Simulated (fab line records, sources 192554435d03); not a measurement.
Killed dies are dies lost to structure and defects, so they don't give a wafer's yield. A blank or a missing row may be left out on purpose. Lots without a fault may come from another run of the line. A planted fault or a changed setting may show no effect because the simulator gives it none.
Split-lot experiment | flow n5_finfet | 7 lots, 21 wafers read, on a route of 1938 steps

THE SPLIT
At N5_BEOL_M0_SAQP_PECVD_96 (deposits a-Si from SiH4/He, target thk 45 nm, time 45.2 s), the setting time_s was moved away from the recipe's 45.2 s on 7 of the 21 wafers read, by -13.2% to +8.3%. The other wafers ran this setting at the recipe's value.

FROM THE SPLIT TO THE READING: what the file shows between them, 12 steps
- N5_BEOL_M0_SAQP_COAT_08: resist thk 90 nm (also split here: spin_rpm)
- N5_BEOL_M0_SAQP_EBR_10
- N5_BEOL_M0_SAQP_SOFTBAKE_09: time 60 s
- N5_BEOL_M0_SAQP_EXPOSE_11: exposes mask M0 CORE, target cd 42 nm
- N5_BEOL_M0_SAQP_PEB_12: peb time 60 s
- N5_BEOL_M0_SAQP_DEVELOP_13: develop time 30 s
- N5_BEOL_M0_SAQP_ETCH_101: etches SiNx in CH3F/O2, target depth 29.9 nm, time 42.7 s
- N5_BEOL_M0_SAQP_ETCH_102: etches SiO2 in CF4, target depth 4 nm, time 4.4 s
- N5_BEOL_M0_SAQP_MANDREL_ETCH_103: etches a-Si in HBr/Cl2, stops on SiCN, target depth 45 nm, bt time 10 s, time 27 s
- N5_BEOL_M0_SAQP_RECESS_104: chemistry HF/NH3, target SiO2, target depth 18 nm, afs cycles 3, sublimation time 60 s
- N5_BEOL_M0_SAQP_COAT_105: time 60 s, resist thk 100 nm
- N5_BEOL_M0_SAQP_ETCH_106: etches SOC in N2/H2, stops on SiNx, target depth 150 nm

THE READING
a-Si_of_BEOL_M0_SAQP_PECVD_96.thk_nm (the simulator's own value, which no gauge read), in nm, at N5_BEOL_M0_SAQP_ETCH_107 (etches SiNx in CH3F/O2, target depth 30 nm). The file gives no usual value for it. The 14 wafers here that ran the recipe average 44.0 nm, standard deviation 0.69 nm.

wafer  | tool, chamber at the split | time_s as run, s | against the recipe | a-Si_of_BEOL_M0_SAQP_PECVD_96.thk_nm, nm | against lot-mates on the recipe
L079.1 | pecvd-02, 0                | 45.2             | recipe             | 43.8                                     | -
L079.2 | pecvd-02, 2                | 45.2             | recipe             | 43.2                                     | -
L079.5 | pecvd-02, 0                | 45.2             | recipe             | 44.8                                     | -
L088.2 | pecvd-03, 0                | 48.96            | +8.3%              | 47.4                                     | +2.8
L088.4 | pecvd-03, 0                | 45.2             | recipe             | 44.6                                     | -
L088.6 | pecvd-03, 2                | 48.96            | +8.3%              | 47.8                                     | +3.2
L090.1 | pecvd-04, 1                | 45.2             | recipe             | 43.4                                     | -
L090.3 | pecvd-04, 2                | 45.2             | recipe             | 43.6                                     | -
L090.5 | pecvd-04, 0                | 42.79            | -5.3%              | 42.2                                     | -1.3
L092.1 | pecvd-03, 2                | 41.63            | -7.9%              | 40.4                                     | -3.6
L092.2 | pecvd-03, 0                | 45.2             | recipe             | 44.2                                     | -
L092.3 | pecvd-03, 1                | 45.2             | recipe             | 43.8                                     | -
L094.1 | pecvd-04, 2                | 45.2             | recipe             | 44.4                                     | -
L094.4 | pecvd-04, 1                | 45.2             | recipe             | 44.4                                     | -
L094.6 | pecvd-04, 0                | 39.23            | -13.2%             | 38.4                                     | -6.0
L095.1 | pecvd-02, 2                | 45.2             | recipe             | 42.8                                     | -
L095.2 | pecvd-02, 0                | 45.2             | recipe             | 44                                       | -
L095.6 | pecvd-02, 2                | 45.2             | recipe             | 43.6                                     | -
L096.1 | pecvd-03, 1                | 40.56            | -10.3%             | 39.4                                     | -6.2
L096.3 | pecvd-03, 0                | 40.56            | -10.3%             | 40                                       | -5.6
L096.6 | pecvd-03, 0                | 45.2             | recipe             | 45.6                                     | -

THE FIT
A straight line over all 21 wafers: a-Si_of_BEOL_M0_SAQP_PECVD_96.thk_nm changes by +0.425 nm for each +1% of time_s; r = +0.97; the points scatter about the line by 0.62 nm.
The same after taking each lot's own level away (the mean of its wafers on the recipe; 21 wafers): +0.458 nm for each +1%; r = +0.97; scatter 0.63 nm.
On that fit, the largest move of time_s shifts the reading by 6.1 nm.
The lots' own levels span 43.47 to 45.60 nm, that is 3.1 times the standard deviation above.
So the lot-to-lot level changes the slope little: the two slopes agree.
Check: with one of the wafers moved furthest among these (-13.2%) left out of the fit, the line predicts -6.26 nm for it against its lot-mates. It came out at -6 nm against them.

OTHER SPLITS ON THESE WAFERS
These wafers also went through other splits before the reading. Each is held against what the fit with the lots' levels taken away leaves over:
other split on the same wafers      | wafers away from the commonest value | r with a-Si_of_BEOL_M0_SAQP_PECVD_96.thk_nm (lot level and that fit taken away)
N5_GATE_CUT_DESCUM_18 time_s        | 8                                    | -0.04
N5_MOL_CONTACT_COAG_PECVD_31 time_s | 9                                    | -0.01
N5_BEOL_M0_SAQP_COAT_08 spin_rpm    | 3                                    | -0.13

THE WHOLE CHAIN: every reading that the file lists as answering this split, in the file's order
step                             | what it does                                                                       | reading                                                                               | change (the file's fit)               | r (the file's)
N5_BEOL_M0_SAQP_PECVD_96         | deposits a-Si from SiH4/He, target thk 45 nm, time 45.2 s                          | a-Si_of_BEOL_M0_SAQP_PECVD_96.thk_nm (the simulator's own value, which no gauge read) | +0.451 nm for each +1% of the setting | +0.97
N5_BEOL_M0_SAQP_MANDREL_ETCH_103 | etches a-Si in HBr/Cl2, stops on SiCN, target depth 45 nm, bt time 10 s, time 27 s | etch.depth_nm (the simulator's own value, which no gauge read)                        | +0.453 nm for each +1% of the setting | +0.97
N5_BEOL_M0_SAQP_ETCH_107         | etches SiNx in CH3F/O2, target depth 30 nm                                         | a-Si_of_BEOL_M0_SAQP_PECVD_96.thk_nm (the simulator's own value, which no gauge read) | +0.455 nm for each +1% of the setting | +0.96

THE FILE'S OWN FIT
a-Si_of_BEOL_M0_SAQP_PECVD_96.thk_nm changes by +0.455 nm for each +1% of time_s, r = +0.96.
